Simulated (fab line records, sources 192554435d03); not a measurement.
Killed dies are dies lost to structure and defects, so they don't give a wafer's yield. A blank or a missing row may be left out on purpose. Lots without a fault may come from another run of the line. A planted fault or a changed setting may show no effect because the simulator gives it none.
Which tool did it? | flow n5_finfet | 10 lots, 27 wafers sampled, at 3 steps of a route of 1938

WHAT THE GAUGES READ, wafer by wafer
N5_BEOL_M4_RC_MEAS_101.
lot  | measured     | on        | IOFF_N_LONG (nA/um)
L967 | day 7 17:58  | prober-02 | 5.57e-05 5.44e-05 5.64e-05
L968 | day 8 00:58  | prober-02 | 5.62e-05 5.62e-05 5.57e-05
L976 | day 9 17:47  | prober-02 | 5.99e-05 6.54e-05 6.03e-05
L982 | day 11 13:23 | prober-01 | 5.34e-05 5.48e-05
L983 | day 11 15:56 | prober-01 | 5.49e-05 5.56e-05
L984 | day 11 21:04 | prober-02 | 5.21e-05 5.11e-05 5.32e-05
L986 | day 12 16:44 | prober-02 | 5.45e-05 5.52e-05 5.42e-05
L987 | day 13 11:00 | prober-02 | 5.63e-05 5.59e-05 5.6e-05
L988 | day 13 10:44 | prober-01 | 5.65e-05 5.61e-05 5.64e-05
L990 | day 14 08:32 | prober-01 | 5.53e-05 5.66e-05

WHICH TOOL RAN EACH LOT (tool, then ch and the chambers of the sampled wafers, then the start)
lot  | N5_DUMMY_GATE_TRIM_49           | N5_SPACER0_ALD_00
L967 | rie_si-02 ch 0,3, day 3 00:40   | ald_sin-02 ch 1,3, day 3 02:18
L968 | rie_si-03 ch 1,2,3, day 3 09:55 | ald_sin-03 ch 0,2,3, day 3 11:02
L976 | rie_si-03 ch 0,1,2, day 5 05:41 | ald_sin-04 ch 0,1,3, day 5 06:50
L982 | rie_si-04 ch 0,1, day 6 16:46   | ald_sin-02 ch 3, day 6 18:10
L983 | rie_si-04 ch 0,1, day 6 22:01   | ald_sin-03 ch 2,3, day 6 23:08
L984 | rie_si-04 ch 0,1,3, day 7 03:15 | ald_sin-02 ch 0,1,3, day 7 05:02
L986 | rie_si-03 ch 0,1, day 7 16:55   | ald_sin-03 ch 1,2,3, day 7 18:02
L987 | rie_si-02 ch 1,2,3, day 7 23:10 | ald_sin-02 ch 0,1,3, day 8 00:30
L988 | rie_si-03 ch 0,3, day 8 05:57   | ald_sin-04 ch 0,1, day 8 07:15
L990 | rie_si-03 ch 0,2, day 8 17:22   | ald_sin-03 ch 2,3, day 8 19:19
- N5_DUMMY_GATE_TRIM_49: chemistry O2, time 29 s, target cd 14 nm.
- N5_SPACER0_ALD_00: deposits SiOCN, target thk 3.5 nm, pulse time 3 s, purge time 2 s.

THE ANSWER, worked out from the rows above alone
Rule: what is usual is taken from the lots themselves. Put in order of their means at a reading, lots are off if they are a third of the lots or fewer, leave a main group of 4 or more, and stand apart from it by a gap of 3 or more times the standard deviation of the main group's means; of several such gaps the widest counts. A main group whose means are all the same, to the digits that the tables above print for the reading, isn't used. A lot without any number at a reading at which 4 lots or more have one is off too. The other lots that the step has rows for count as sound.
Off: L976, at N5_BEOL_M4_RC_MEAS_101 (IOFF_N_LONG). The main group: mean 5.5e-05 nA/um, standard deviation 1.3e-06.
A tool fits if, at a process step before that reading, it ran every lot that is off, and no sound lot after the first of them. The gauges at N5_BEOL_M4_RC_MEAS_101 are tried like those tools. None of those tried fits.

WHAT THE SIMULATOR HAD PUT IN
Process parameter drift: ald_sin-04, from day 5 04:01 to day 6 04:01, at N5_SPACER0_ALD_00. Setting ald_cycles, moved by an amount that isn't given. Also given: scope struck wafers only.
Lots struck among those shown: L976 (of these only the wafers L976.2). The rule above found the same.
